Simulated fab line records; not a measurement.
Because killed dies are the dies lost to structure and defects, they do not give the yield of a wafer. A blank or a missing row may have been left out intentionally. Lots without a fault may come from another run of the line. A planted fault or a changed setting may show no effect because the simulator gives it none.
Chamber matching    flow n5_finfet    N5_BEOL_M1_ALD_98 on ald_sin-02: 4 sister chambers
The step deposits SiO2, target thk 2.5 nm, pulse time 1 s, co reactant pulse time 1 s. 14 wafers are shown with their chamber, then 7 later ones without.

WAFERS, EACH WITH ITS CHAMBER
wafer   chamber  heater_power_w (W)  precursor_pulse_height_rel
L075.2  3        67                  1.017
L075.4  1        74                  1.004
L075.5  1        77                  1.018
L077.2  3        67                  1.006
L077.4  1        77                  1.001
L077.5  1        75                  1.020
L089.3  2        90                  1.031
L089.5  0        83                  0.999
L089.6  1        73                  1.022
L091.1  3        65                  0.973
L091.2  2        89                  0.983
L091.3  1        73                  1.037
L092.2  1        71                  0.969
L092.4  2        87                  0.962

SIGNATURES, as means of the wafers listed above
reading                     chamber 0  chamber 1  chamber 2  chamber 3  scatter within a chamber
heater_power_w              83.00      74.29      88.67      66.33      1.92
precursor_pulse_height_rel  0.99900    1.01014    0.99200    0.99867    0.0253
Rule: a wafer's distance from a chamber is the root of the sum, over the readings, of the square of ((its reading less the chamber's mean) divided by the reading's scatter). If the next closest chamber is less than 2 further off than the closest, the wafer can't be placed; otherwise it belongs to the closest. How the scatter is found: for the shown wafers, subtract from each reading the mean of its chamber, square and add these, divide the total by (wafers less chambers), then take the root.

WAFERS WITH NO CHAMBER GIVEN
wafer   heater_power_w (W)  precursor_pulse_height_rel
L092.6  83                  0.998
L087.1  81                  0.990
L087.2  73                  1.017
L087.3  63                  1.019
L097.1  86                  1.011
L097.3  84                  0.954
L097.6  71                  1.026

THE CHAMBER EACH PASSED THROUGH
wafer   from the rows above      in truth
L092.6  0                        0
L087.1  0                        0
L087.2  1                        1
L087.3  3                        3
L097.1  can't be placed: 2 or 0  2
L097.3  can't be placed: 0 or 2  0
L097.6  can't be placed: 1 or 3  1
4 of 7 placed correctly. Cannot be placed on the basis of these rows: 3; the candidates contain the true chamber in 3. Placed wrongly: 0.
